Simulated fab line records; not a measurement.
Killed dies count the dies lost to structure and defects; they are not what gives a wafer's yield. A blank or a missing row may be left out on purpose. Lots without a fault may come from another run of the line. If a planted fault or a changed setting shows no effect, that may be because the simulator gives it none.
A lot that was struck, set against a sound lot ; flow nand_harc ; 14 out of 1159 route steps
Sound: wafers L147.1, L147.2, L147.6. Wafers L161.3, L161.4, L161.6 were the ones struck. The cause is named last.
Each step with rows lists, per side, the tool, then ch with its chambers, then its first start. Under that, the readings that differ: sound wafers ; struck wafers ; difference of the means ; sigmas: that difference in standard deviations of wafers without a fault.
alike: words and numbers the same on both sides, and readings whose means are apart by under 2 such deviations; not compared: readings that were withheld, readings missing a value for some wafer, numbers with overlapping values and no deviation given by the record, and bounds like >300 which may hide the same value.
A row with sigmas, a row that says differs or no value, or rows on one side alone: a step with any of these is where the two part. Numbers that have no deviation but don't overlap get no sigmas and don't part them. A reading missing from all wafers of one side parts the sides only when that side holds two or more wafers.

NHARC_A_SGD_CUT_OVL_MEAS_10:
  sound: overlay-02 at day 13 22:46; struck: overlay-02 at day 17 16:45
reading;sound;struck;difference;sigmas
overlay_x_nm (nm);-2.9 -1.9 -2.6;0.4 0.5 0.2;+2.8;+3
  alike: overlay_y_nm
NHARC_A_SGD_CUT_INSPECT_11:
  sound: defect_inspect-01 at day 13 22:47; struck: defect_inspect-01 at day 17 16:47
  alike: raw_defect_count
NHARC_A_SGD_CUT_DESCUM_14: chemistry O2, time 3 s.
  sound on rie_diel-06 ch 0,3, day 13 22:52; struck on rie_diel-05 ch 0,1,2, day 17 16:52
  alike: chamber_pressure_mTorr, drypump_motor_current_A, oes_product_au, rf_vpp_V, showerhead_plenum_p_Torr, throttle_valve_pct
  not compared: rf_hours_counter_h
NHARC_A_SGD_CUT_ETCH_58: etches the open film in CF4, target depth 39 nm, time 65 s.
  sound on rie_diel-06 ch 1,3, day 13 22:56; struck on rie_diel-05 ch 0,2, day 17 16:56
  alike: chamber_pressure_mTorr, drypump_motor_current_A, oes_product_au, rf_vpp_V, showerhead_plenum_p_Torr, throttle_valve_pct
  not compared: rf_hours_counter_h
NHARC_A_SGD_CUT_ETCH_59: etches the open film in N2/H2, target depth 260 nm, time 406.25 s.
  sound on rie_diel-06 ch 1,2; struck on rie_diel-05 ch 0,1,3
  alike: chamber_pressure_mTorr, drypump_motor_current_A, oes_product_au, rf_vpp_V, showerhead_plenum_p_Torr, throttle_valve_pct
  not compared: rf_hours_counter_h
then, 1 step without rows for these wafers: NHARC_A_SGD_CUT_ETCH_15 (etches the open film in CH3F/O2, target depth 75 nm, time 64.3 s).
NHARC_A_SGD_CUT_ETCH_16: etches the open film in C4F8/O2/Ar, target depth 310.5 nm, time 155.2 s.
  sound on rie_diel-06 ch 0,1,3; struck on rie_diel-05 ch 0,2,3
  alike: chamber_pressure_mTorr, oes_product_au, rf_vpp_V
  not compared: rf_hours_counter_h
then, 5 steps without rows for these wafers: NHARC_A_SGD_CUT_STRIP_60 (strips in C4F8/O2/Ar); NHARC_A_SGD_CUT_STRIP_17 (strips in O2); NHARC_A_SGD_CUT_PRECLEAN_18 (cleans in SC1); NHARC_A_SGD_CUT_SRD_19; NHARC_A_SGD_CUT_DEP_20 (deposits SiO2, target thk 150 nm).
NHARC_A_SGD_CUT_ANNEAL_27: time 1800 s.
  struck on furnace-01, day 18 03:38; sound on furnace-01 ch 0, day 14 04:08
  no value came back on the struck wafers for run_length_s (s), spike_tc_bottom_C (C), spike_tc_lower_C (C); on the sound wafers run_length_s (s) reads 1826 1826 1826
NHARC_A_SGD_CUT_CMP_21: polishes, target thk 148.19 nm.
  sound on cmp-03 ch 0,1,3, day 14 05:37; struck on cmp-01 ch 0,1,2, day 18 05:07
  alike: motor_current_A, time_to_endpoint_s

WHERE THEY PART
At NHARC_A_SGD_CUT_OVL_MEAS_10 first; at NHARC_A_SGD_CUT_ANNEAL_27 last (within this record only). Later steps at which nothing parts them and some readings are alike: NHARC_A_SGD_CUT_CMP_21.

WHY: what had been put in by the simulator
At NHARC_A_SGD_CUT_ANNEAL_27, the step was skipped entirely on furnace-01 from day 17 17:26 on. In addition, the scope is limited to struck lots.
